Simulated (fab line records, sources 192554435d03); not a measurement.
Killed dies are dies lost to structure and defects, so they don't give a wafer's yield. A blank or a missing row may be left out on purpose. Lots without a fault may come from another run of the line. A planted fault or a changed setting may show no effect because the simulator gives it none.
Chamber matching | flow n5_finfet | N5_HKMG_FIN_ALD_21 on ald_metal-04: 4 sister chambers
The step deposits TiN, target thk 1.5 nm, pulse time 1 s, purge time 3 s. 4 wafers are shown with their chamber, then 7 later ones without.

WAFERS WITH THEIR CHAMBER
wafer  | chamber | heater_power_w (W)
L081.6 | 0       | 976
L082.5 | 2       | 889
L083.2 | 1       | 1039
L083.5 | 3       | 805

WAFERS WITHOUT THEIR CHAMBER
wafer  | heater_power_w (W)
L083.6 | 893
L085.1 | 1053
L085.2 | 970
L085.5 | 888
L097.1 | 950
L097.4 | 784
L097.6 | 792

WHICH CHAMBER EACH WENT THROUGH
wafer  | from the rows above | in truth
L083.6 | 2                   | 2
L085.1 | 1                   | 1
L085.2 | 0                   | 0
L085.5 | 2                   | 2
L097.1 | 0                   | 0
L097.4 | 3                   | 3
L097.6 | 3                   | 3
Placed correctly: 7 of 7. Can't be placed from these rows: 0. Placed wrongly: 0.
How it was worked out, from the rows above alone: a wafer's distance from a chamber is the root of the sum, over the readings, of the square of ((its reading less the chamber's mean) divided by the reading's scatter). The wafer belongs to the nearest chamber; if the next one is less than 2 further off, it can't be placed. A chamber's mean is the mean of its shown wafers. The scatter: with one shown wafer a chamber, the root of the mean of the squares of how far each hidden wafer lies from its nearest shown one.
